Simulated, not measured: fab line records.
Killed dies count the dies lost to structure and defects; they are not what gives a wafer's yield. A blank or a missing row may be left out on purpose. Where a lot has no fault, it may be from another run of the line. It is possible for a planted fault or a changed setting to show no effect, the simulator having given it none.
Struck lot and sound lot, side by side + flow n5 finfet + 19 out of 1938 route steps
Sound: wafers L397.2, L397.4, L397.6. Struck: wafer L403.2. (L403.1 of the same lot was not struck and is left out.) The cause comes at the end.
Per side, at each step with rows, come the tool, then ch with its chambers, and then its first start. Under that, the readings that differ: sound wafers + struck wafers + difference of the means + sigmas: that difference in standard deviations of wafers without a fault.
alike: same words and numbers on both sides, and readings whose means sit less than 2 such deviations apart. not compared: any withheld reading, any reading some wafer has no value for, any bound like >300 that may hide the same value, and any number with overlapping values for which the record gives no deviation.
Wherever a step has rows on one side only, a row that says differs or no value, or a row with sigmas, the two part there. Numbers that have no deviation but don't overlap get no sigmas and don't part them. Lack of a reading on every wafer of one side parts them only where that side has two or more wafers.

N5_BEOL_M11_CMP_52: polishes, stops on SiCOH lowk, t overpolish 7 s, target thk 140 nm.
  sound on cmp-04 ch 0,2, day 12 10:17; struck on cmp-03 ch 1, day 14 01:37
  alike: barrier field endpoint s, motor current A, overpolish run s, platen rpm, retaining ring pressure frac, time to endpoint s
N5_BEOL_M11_THK_MEAS_53: measures by xrf.
  sound on film metro-01 at day 12 10:34; struck on film metro-01 at day 14 01:52
  alike: M11_THK
then, 1 step without rows for these wafers: N5_BEOL_M11_PRE_CLEAN_55 (time 15 s).
N5_BEOL_M11_DEP_56: deposits SiCN from 3MS/NH3, target thk 30 nm, time 10.5 s.
  sound on pecvd-01 ch 0,1, day 12 10:38; struck on pecvd-02 ch 1, day 14 01:57
  alike: showerhead plenum p Torr, throttle valve pct
N5_BEOL_M11_RS_MEAS_57: measures by four-point-probe.
  sound on film metro-02 at day 12 10:42; struck on film metro-02 at day 14 02:02
  alike: M11_RS
N5_BEOL_M11_INSPECT_58: inspects for defects (darkfield).
  sound on defect inspect-02 at day 12 10:43; struck on defect inspect-01 at day 14 02:03
  alike: raw defect count
N5_BEOL_M12_ILD_DEP_00: deposits SiOC from DEMS/O2, target thk 658.92 nm, time 130.7 s.
  sound on pecvd-04 ch 0,1,2, day 12 10:46; struck on pecvd-04 ch 2, day 14 02:05
  alike: heater power w, showerhead plenum p Torr, throttle valve pct
N5_BEOL_M12_THK_MEAS_01:
  sound on film metro-01 at day 12 10:53; struck on film metro-02 at day 14 02:13
  alike: M12_ILD_THK
then, 4 steps without rows for these wafers: N5_BEOL_M12_COAT_58 (time 60 s, resist thk 89 nm); N5_BEOL_M12_COAT_04 (resist thk 400 nm); N5_BEOL_M12_EBR_06; N5_BEOL_M12_SOFTBAKE_05 (time 60 s).
N5_BEOL_M12_EXPOSE_07: exposes mask V11.
  sound on krf scanner-01 ch 0, day 12 11:02; struck on krf scanner-02 ch 0, day 14 02:21
  alike: mask
then, 3 steps without rows for these wafers: N5_BEOL_M12_PEB_08 (peb time 90 s); N5_BEOL_M12_DEVELOP_09 (develop time 45 s); N5_BEOL_M12_HARDBAKE_14 (time 120 s).
N5_BEOL_M12_CD_MEAS_10: target cd 140 nm.
  sound on cd sem-03 ch 0, day 12 11:12; struck on cd sem-02 ch 0, day 14 02:31
| reading    | sound             | struck | difference | sigmas |
|------------|-------------------|--------|------------|--------|
| cd nm (nm) | 139.2 141.2 140.5 | 127.4  | -12.9      | -7     |
N5_BEOL_M12_OVL_MEAS_11:
  sound on overlay-01 ch 0, day 12 11:14; struck on overlay-01 ch 0, day 14 02:33
  alike: V11_OVL
after that, 1 step had no rows for these wafers: N5_PASSIVATION_PROBE_49.

## WHERE THEY PART
Only at N5_BEOL_M12_CD_MEAS_10, within this record. Later steps at which nothing parts them and some readings are alike: N5_BEOL_M12_OVL_MEAS_11.

WHY: what had been put in by the simulator
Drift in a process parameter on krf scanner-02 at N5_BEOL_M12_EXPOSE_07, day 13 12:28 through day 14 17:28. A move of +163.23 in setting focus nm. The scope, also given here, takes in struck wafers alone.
